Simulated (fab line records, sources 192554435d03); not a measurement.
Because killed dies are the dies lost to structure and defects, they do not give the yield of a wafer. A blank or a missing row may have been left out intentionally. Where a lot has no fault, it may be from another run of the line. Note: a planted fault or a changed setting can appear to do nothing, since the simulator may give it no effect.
One fault seen from 2 desks + flow n5Finfet + only its own numbers are on each desk; what lay behind them is given at the end

== FROM THE METROLOGY DESK ==
Means of the sampled wafers that have a number, per lot and without regard to the tool the lot ran on: this is what the gauges read. Marked OUT: a lot whose mean sits more than 4 standard deviations from the usual mean, which makes it out of limits; the brackets give that distance. Only the readings that lie furthest out on some lot appear, 7 of the 10 it has.
Columns: A = DIBL_N at N5_BEOL_M4_RC_MEAS_101, usual 35.8 mV/V; B = DIBL_P at N5_BEOL_M4_RC_MEAS_101, usual 35.3 mV/V; C = IOFF_N at N5_BEOL_M4_RC_MEAS_101, usual 0.150 nA/um; D = IOFF_P at N5_BEOL_M4_RC_MEAS_101, usual 0.194 nA/um; E = ION_P at N5_BEOL_M4_RC_MEAS_101, usual 456 uA/um; F = VT_N at N5_BEOL_M4_RC_MEAS_101, usual 251 mV; G = VT_P at N5_BEOL_M4_RC_MEAS_101, usual -252 mV
| lot  | first seen here | A    | B    | C     | D     | E   | F   | G    |
|------|-----------------|------|------|-------|-------|-----|-----|------|
| L218 | day 11 08:04    | 33.3 | 32.5 | 0.116 | 0.147 | 448 | 255 | -255 |
| L221 | day 12 09:15    | 36.4 | 35.5 | 0.154 | 0.223 | 464 | 250 | -246 |
| L226 | day 12 22:57    | 36.1 | 34.9 | 0.151 | 0.185 | 451 | 251 | -252 |
| L225 | day 13 19:43    | 35.8 | 34.2 | 0.149 | 0.188 | 454 | 251 | -253 |
| L229 | day 14 01:35    | 35.0 | 34.1 | 0.127 | 0.183 | 453 | 254 | -252 |
| L228 | day 14 01:52    | 36.1 | 36.6 | 0.155 | 0.214 | 460 | 248 | -249 |
| L231 | day 14 15:12    | 36.7 | 35.5 | 0.161 | 0.174 | 447 | 251 | -253 |
| L230 | day 14 15:55    | 36.9 | 34.8 | 0.155 | 0.178 | 455 | 249 | -253 |
| L234 | day 15 08:19    | 35.1 | 36.1 | 0.133 | 0.190 | 461 | 253 | -252 |
Finding of this desk: none of the 9 lots has anything out of limits.

== THE TOOL OWNER'S DESK: rieDiel-06 ==
The tool's own readings at N5_BEOL_M3_ETCH_77 (etches underlayer in N2/H2, target depth 6.5 nm, time 5.2 s): means of the sampled wafers that have a number, for each lot that ran on this tool. Marked OUT: a lot whose mean sits more than 4 standard deviations from the usual mean, which makes it out of limits; the brackets give that distance. It has 8 readings, of which 7 appear: the earliest out of limits, and the ones furthest out on some lot.
Columns: A = chamberPressureMTorr at N5_BEOL_M3_ETCH_77, usual 30.00 mTorr; B = drypumpMotorCurrentA at N5_BEOL_M3_ETCH_77, usual 5.8 A; C = etchRfOnTimeS at N5_BEOL_M3_ETCH_77, usual 5.18 s; D = n2FlowSccm at N5_BEOL_M3_ETCH_77, usual 200.1 sccm; E = oesProductAu at N5_BEOL_M3_ETCH_77, usual 0.67 a.u.; F = showerheadPlenumPTorr at N5_BEOL_M3_ETCH_77, usual 2.51 Torr; G = throttleValvePct at N5_BEOL_M3_ETCH_77, usual 18.00 %
| lot  | first seen here | A     | B   | C              | D     | E    | F    | G     |
|------|-----------------|-------|-----|----------------|-------|------|------|-------|
| L218 | day 9 10:22     | 30.00 | 6.1 | 5.32           | 199.4 | 0.72 | 2.53 | 17.95 |
| L221 | day 10 12:17    | 29.97 | 6.0 | 5.30           | 200.5 | 0.65 | 2.47 | 18.02 |
| L225 | day 11 17:37    | 29.93 | 6.2 | 3.64 (-13) OUT | 200.5 | 0.82 | 2.50 | 18.10 |
| L226 | day 11 18:16    | 30.03 | 5.6 | 3.58 (-13) OUT | 200.0 | 0.85 | 2.42 | 18.11 |
| L229 | day 12 06:11    | 30.02 | 6.4 | 3.53 (-14) OUT | 200.6 | 0.84 | 2.54 | 18.16 |
| L228 | day 12 06:17    | 29.97 | 5.9 | 3.52 (-14) OUT | 199.7 | 0.77 | 2.41 | 18.18 |
Finding of this desk: L225, L226, L228, L229 out of limits; the first was L225 at day 11 17:37, on etchRfOnTimeS at N5_BEOL_M3_ETCH_77. L218, L221 stayed within limits.

== PUT TOGETHER ==
On L225, L226, L228, L229, at day 11 17:37, an alarm was possible from the tool owner's desk.
From the metrology desk's view, nothing was out of limits.
The metrology desk has L225, L226, L228, L229 on record, within its limits.
On rieDiel-06, each named lot ran N5_BEOL_M3_ETCH_77.

== WHAT THE SIMULATOR PUT IN ==
Process parameters drifting: rieDiel-06 at N5_BEOL_M3_ETCH_77, beginning at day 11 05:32. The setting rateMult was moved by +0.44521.
Lots struck among those shown: L225, L226, L228, L229.
Delay in hours, fault start to first out-of-limits reading, by desk: the tool owner's desk at 12.
